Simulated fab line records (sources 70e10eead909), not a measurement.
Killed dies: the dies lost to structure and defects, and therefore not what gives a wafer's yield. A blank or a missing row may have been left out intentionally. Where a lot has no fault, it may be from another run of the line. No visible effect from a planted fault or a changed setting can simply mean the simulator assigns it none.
Comparing a struck lot with a sound one | flow nand_harc | 26 out of 1159 route steps
Sound: wafers L638.2, L638.4, L638.5. Struck: wafers L647.2, L647.3, L647.4. The cause is named last.
Each step with rows lists, per side, the tool, then ch with its chambers, then its first start. Under that, the readings that differ: sound wafers | struck wafers | difference of the means | sigmas: that difference in standard deviations of wafers without a fault.
alike: readings with means less than 2 such deviations apart, plus words and numbers identical on both sides. not compared: withheld readings, readings lacking a value on some wafer, bounds such as >300 that could conceal the same value, and numbers that have no deviation in the record and whose values overlap.
A row with sigmas, a row that says differs or no value, or rows on one side alone: a step with any of these is where the two part. Numbers that don't overlap but have no deviation are shown without sigmas and don't part them. Lack of a reading on every wafer of one side parts them only where that side has two or more wafers.

first, 1 step without rows for these wafers: NHARC_P_CONTACT_DEP_30 (deposits SiNx, target thk 30 nm).
NHARC_P_CONTACT_DEP_00: deposits SiO2, target thk 500 nm.
  sound: pecvd-02 ch 0,2; struck: pecvd-01 ch 0,1
  alike: heater_power_w, throttle_valve_pct
then, 9 steps without rows for these wafers: NHARC_P_CONTACT_CMP_01 (polishes SiO2, target thk 200 nm); NHARC_P_CONTACT_SRD_03; NHARC_P_CONTACT_DEHYDRATE_04 (time 120 s); NHARC_P_CONTACT_HMDS_05 (time 30 s); NHARC_P_CONTACT_COAT_33 (time 75 s); NHARC_P_CONTACT_COAT_34 (time 65 s); NHARC_P_CONTACT_COAT_06 (resist thk 90 nm); NHARC_P_CONTACT_SOFTBAKE_07 (time 55 s); NHARC_P_CONTACT_EBR_08.
NHARC_P_CONTACT_EXPOSE_09: exposes mask P CA, target cd 90 nm.
  sound on arfi_scanner-01 ch 0, day 5 17:25; struck on arfi_scanner-01 ch 0, day 7 18:40
  reading | sound                | struck                        | difference | sigmas
  mask    | P_CA#0 P_CA#0 P_CA#0 | P_CA_R1#0 P_CA_R1#0 P_CA_R1#0 | differs    |
  alike: reticle_temp_C
then, 2 steps without rows for these wafers: NHARC_P_CONTACT_PEB_10 (peb time 65 s); NHARC_P_CONTACT_DEVELOP_11 (develop time 35 s).
NHARC_P_CONTACT_CD_MEAS_12: the cd target is 90 nm.
  sound on cd_sem-02 ch 0, day 5 17:34; struck on cd_sem-02 ch 0, day 7 18:49
  reading    | sound          | struck         | difference | sigmas
  cd_nm (nm) | 90.3 89.3 90.2 | 84.0 83.9 84.0 | -6.0       | -9
NHARC_P_CONTACT_OVL_MEAS_13:
  struck on overlay-02, day 7 18:55; sound on overlay-01, day 5 17:39
  alike: overlay_x_nm, overlay_y_nm
NHARC_P_CONTACT_INSPECT_14:
  struck on defect_inspect-01, day 7 18:57; sound on defect_inspect-01, day 5 17:41
  alike: raw_defect_count
NHARC_P_CONTACT_DESCUM_17: chemistry O2, time 3 s.
  sound on rie_diel-02 ch 0,1,3, day 5 17:44; struck on rie_diel-02 ch 0,1,3, day 7 19:01
  reading                    | sound            | struck           | difference | sigmas
  model.P_CONTACT.cd_nm (nm) | 89.8 88.94 90.35 | 83.53 83.3 84.22 | -6.01      |
  alike: drypump_motor_current_A, oes_product_au, rf_vpp_V, showerhead_plenum_p_Torr, throttle_valve_pct
  not compared: rf_hours_counter_h
NHARC_P_CONTACT_ETCH_35: etches the open film in CF4, target depth 39 nm, time 65 s.
  sound on rie_diel-02 ch 1,2,3, day 5 17:50; struck on rie_diel-02 ch 0,1,2, day 7 19:05
  alike: drypump_motor_current_A, oes_product_au, rf_vpp_V, showerhead_plenum_p_Torr, throttle_valve_pct
  not compared: rf_hours_counter_h
NHARC_P_CONTACT_ETCH_36: etches the open film in N2/H2, target depth 260 nm, time 406.25 s.
  sound: rie_diel-02 ch 0,1,2; struck: rie_diel-02 ch 1,2,3
  alike: drypump_motor_current_A, oes_product_au, rf_vpp_V, showerhead_plenum_p_Torr, throttle_valve_pct
  not compared: rf_hours_counter_h
NHARC_P_CONTACT_ETCH_18: etches the open film in C4F8/O2/Ar, target depth 481 nm, time 240.5 s.
  sound: rie_diel-02 ch 0,1,2; struck: rie_diel-02 ch 1,2,3
  alike: oes_product_au, rf_vpp_V
  not compared: rf_hours_counter_h
then, 1 step without rows for these wafers: NHARC_P_CONTACT_STRIP_37 (strips in C4F8/O2/Ar).
NHARC_P_CONTACT_ETCH_31: etches the open film in CH3F/O2, target depth 30 nm, time 85.7 s.
  sound: rie_diel-02 ch 0,2,3; struck: rie_diel-02 ch 0,1,3
  alike: drypump_motor_current_A, oes_product_au, rf_vpp_V, showerhead_plenum_p_Torr, throttle_valve_pct
  not compared: rf_hours_counter_h, model.P_CONTACT.cd_nm
NHARC_P_CONTACT_CD_MEAS_19:
  struck on cd_sem-01, day 7 19:53; sound on cd_sem-01, day 5 18:37
  reading    | sound          | struck         | difference | sigmas
  cd_nm (nm) | 88.5 86.3 89.3 | 84.3 82.7 87.0 | -3.4       | -2
NHARC_P_CONTACT_STRIP_28: strips in O2.
  sound on rie_diel-08 ch 0,2,3, day 5 18:43; struck on rie_diel-10 ch 0,2,3, day 7 19:58
  alike: drypump_motor_current_A, oes_product_au, rf_vpp_V, showerhead_plenum_p_Torr, throttle_valve_pct
  not compared: rf_hours_counter_h
-- the record jumps here: 14 days lie between the struck wafers' starts before and after (it left off in module P_CONTACT and takes up again in module END, whose first step shown is number 1159 of the route) --
NHARC_END_SORT_01:
  only the struck wafers appear in the record here, on prober-01 ch 0 at day 22 01:14; the sound ones have no rows

## WHERE THEY PART
At NHARC_P_CONTACT_EXPOSE_09 first; at NHARC_END_SORT_01 last (within this record only).

WHY: what had been put in by the simulator
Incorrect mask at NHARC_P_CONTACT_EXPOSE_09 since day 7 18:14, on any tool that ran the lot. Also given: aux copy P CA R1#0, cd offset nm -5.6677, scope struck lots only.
